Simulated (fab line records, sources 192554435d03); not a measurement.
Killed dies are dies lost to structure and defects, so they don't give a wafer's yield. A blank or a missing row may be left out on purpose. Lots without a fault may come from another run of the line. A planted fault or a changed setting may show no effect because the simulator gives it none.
Split-lot experiment | flow n5_finfet | 7 lots, 21 wafers read, on a route of 1938 steps

THE SPLIT
At N5_BEOL_M13_ETCH_68 (etches SOC in N2/H2, time 355 s), the setting time_s was moved away from the recipe's 355 s on 8 of the 21 wafers read, by -12.6% to +17.7%. The other wafers ran this setting at the recipe's value.

The reading is taken at the split's own step.

THE READING
SiARC_of_BEOL_M13_COAT_66.thk_nm (the simulator's own value, which no gauge read), in nm, at N5_BEOL_M13_ETCH_68 (etches SOC in N2/H2, time 355 s). The file gives no usual value for it. The 13 wafers here that ran the recipe average 76.5 nm, standard deviation 0.44 nm.

wafer  | tool, chamber at the split | time_s as run, s | against the recipe | SiARC_of_BEOL_M13_COAT_66.thk_nm, nm | against lot-mates on the recipe
L075.1 | rie_diel-02, 2             | 355              | recipe             | 76                                   | -
L075.3 | rie_diel-02, 3             | 355              | recipe             | 76.4                                 | -
L075.6 | rie_diel-02, 2             | 355              | recipe             | 75.8                                 | -
L077.1 | rie_diel-05, 2             | 355              | recipe             | 76.6                                 | -
L077.2 | rie_diel-05, 1             | 417.9            | +17.7%             | 70.4                                 | -6.0
L077.5 | rie_diel-05, 1             | 355              | recipe             | 76.2                                 | -
L080.4 | rie_diel-05, 3             | 355              | recipe             | 76.8                                 | -
L080.5 | rie_diel-05, 0             | 355              | recipe             | 76.6                                 | -
L080.6 | rie_diel-05, 1             | 355              | recipe             | 76.4                                 | -
L082.1 | rie_diel-06, 3             | 414              | +16.6%             | 72.2                                 | -5.4
L082.2 | rie_diel-06, 0             | 355              | recipe             | 77.6                                 | -
L082.4 | rie_diel-06, 0             | 414              | +16.6%             | 72                                   | -5.6
L083.1 | rie_diel-06, 3             | 355              | recipe             | 77                                   | -
L083.4 | rie_diel-06, 0             | 355              | recipe             | 76.4                                 | -
L083.6 | rie_diel-06, 2             | 412.3            | +16.1%             | 70.8                                 | -5.9
L093.1 | rie_diel-05, 0             | 410.2            | +15.5%             | 70.8                                 | -5.6
L093.3 | rie_diel-05, 1             | 355              | recipe             | 76.4                                 | -
L093.6 | rie_diel-05, 0             | 410.2            | +15.5%             | 71                                   | -5.4
L097.2 | rie_diel-05, 1             | 355              | recipe             | 76.8                                 | -
L097.3 | rie_diel-05, 3             | 310.2            | -12.6%             | 81.6                                 | +4.8
L097.4 | rie_diel-05, 0             | 310.2            | -12.6%             | 80                                   | +3.2

THE FIT
A straight line over all 21 wafers: SiARC_of_BEOL_M13_COAT_66.thk_nm changes by -0.328 nm for each +1% of time_s; r = -0.98; the points scatter about the line by 0.6 nm.
The same after taking each lot's own level away (the mean of its wafers on the recipe; 21 wafers): -0.338 nm for each +1%; r = -0.99; scatter 0.34 nm.
On that fit, the largest move of time_s shifts the reading by 6 nm.
The lots' own levels span 76.07 to 77.60 nm, that is 3.5 times the standard deviation above.
So the lot-to-lot level changes the slope little: the two slopes agree.
Check: with one of the wafers moved furthest among these (+17.7%) left out of the fit, the line predicts -6.06 nm for it against its lot-mates. It came out at -6 nm against them.

OTHER SPLITS ON THESE WAFERS
These wafers also went through other splits before the reading. Each is held against what the fit with the lots' levels taken away leaves over:
other split on the same wafers | wafers away from the commonest value | r with SiARC_of_BEOL_M13_COAT_66.thk_nm (lot level and that fit taken away)
N5_BEOL_M11_EXPOSE_08 dose_mj  | 3                                    | -0.04
N5_BEOL_M12_ILD_DEP_00 time_s  | 10                                   | +0.03
N5_BEOL_M12_PEB_08 peb_time_s  | 5                                    | +0.07

THE FILE'S OWN FIT
SiARC_of_BEOL_M13_COAT_66.thk_nm changes by -0.343 nm for each +1% of time_s, r = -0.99.
